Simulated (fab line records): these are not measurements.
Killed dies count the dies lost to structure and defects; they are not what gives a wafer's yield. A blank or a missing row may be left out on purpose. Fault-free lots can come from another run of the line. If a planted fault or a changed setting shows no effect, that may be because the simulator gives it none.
Matching of chambers + flow n5 finfet + N5_ZERO_LAYER_PECVD_02 on pecvd-03: 3 sister chambers
The step deposits SiO2 from SiH4/N2O, target thk 10 nm, time 6 s. 18 wafers are shown with their chamber, then 9 later ones without.

## WAFERS, EACH WITH ITS CHAMBER
| wafer  | chamber | showerhead plenum p Torr (Torr) | heater power w (W) |
|--------|---------|---------------------------------|--------------------|
| L076.3 | 1       | 8.00                            | 652                |
| L076.4 | 0       | 8.34                            | 745                |
| L076.6 | 1       | 8.00                            | 654                |
| L078.2 | 2       | 8.17                            | 676                |
| L078.4 | 0       | 8.35                            | 661                |
| L078.5 | 2       | 8.16                            | 684                |
| L080.1 | 2       | 8.15                            | 583                |
| L080.4 | 1       | 7.99                            | 690                |
| L080.6 | 0       | 8.34                            | 753                |
| L084.1 | 0       | 8.35                            | 777                |
| L084.5 | 1       | 7.99                            | 596                |
| L084.6 | 0       | 8.32                            | 789                |
| L085.2 | 2       | 8.16                            | 629                |
| L085.4 | 0       | 8.33                            | 692                |
| L085.6 | 2       | 8.15                            | 631                |
| L086.1 | 0       | 8.34                            | 802                |
| L086.2 | 2       | 8.19                            | 661                |
| L086.4 | 0       | 8.35                            | 779                |

SIGNATURES (averages over the wafers above)
| reading                  | chamber 0 | chamber 1 | chamber 2 | scatter within a chamber |
|--------------------------|-----------|-----------|-----------|--------------------------|
| showerhead plenum p Torr | 8.3400    | 7.9950    | 8.1633    | 0.0116                   |
| heater power w           | 749.75    | 648.00    | 644.00    | 43.7                     |
Rule: a wafer lies at a distance from a chamber equal to the root of the sum of squares, over the readings, of (its reading less the chamber's mean, divided by the reading's scatter). If the next closest chamber is less than 2 further off than the closest, the wafer can't be placed; otherwise it belongs to the closest. The scatter: the root of (the sum of the squares of (reading less its chamber's mean) over the shown wafers, divided by (wafers less chambers)).

## WAFERS WITH NO CHAMBER GIVEN
| wafer  | showerhead plenum p Torr (Torr) | heater power w (W) |
|--------|---------------------------------|--------------------|
| L088.2 | 7.98                            | 654                |
| L088.5 | 7.99                            | 665                |
| L088.6 | 8.19                            | 673                |
| L089.3 | 8.35                            | 808                |
| L089.4 | 8.35                            | 843                |
| L089.5 | 8.18                            | 585                |
| L097.4 | 8.17                            | 677                |
| L097.5 | 8.36                            | 702                |
| L097.6 | 7.99                            | 732                |

## CHAMBER TAKEN BY EACH
| wafer  | from the rows above | in truth |
|--------|---------------------|----------|
| L088.2 | 1                   | 1        |
| L088.5 | 1                   | 1        |
| L088.6 | 2                   | 2        |
| L089.3 | 0                   | 0        |
| L089.4 | 0                   | 0        |
| L089.5 | 2                   | 2        |
| L097.4 | 2                   | 2        |
| L097.5 | 0                   | 0        |
| L097.6 | 1                   | 1        |
Placed correctly: 9 of 9. Left unplaced by these rows: 0. Number placed wrongly: 0.
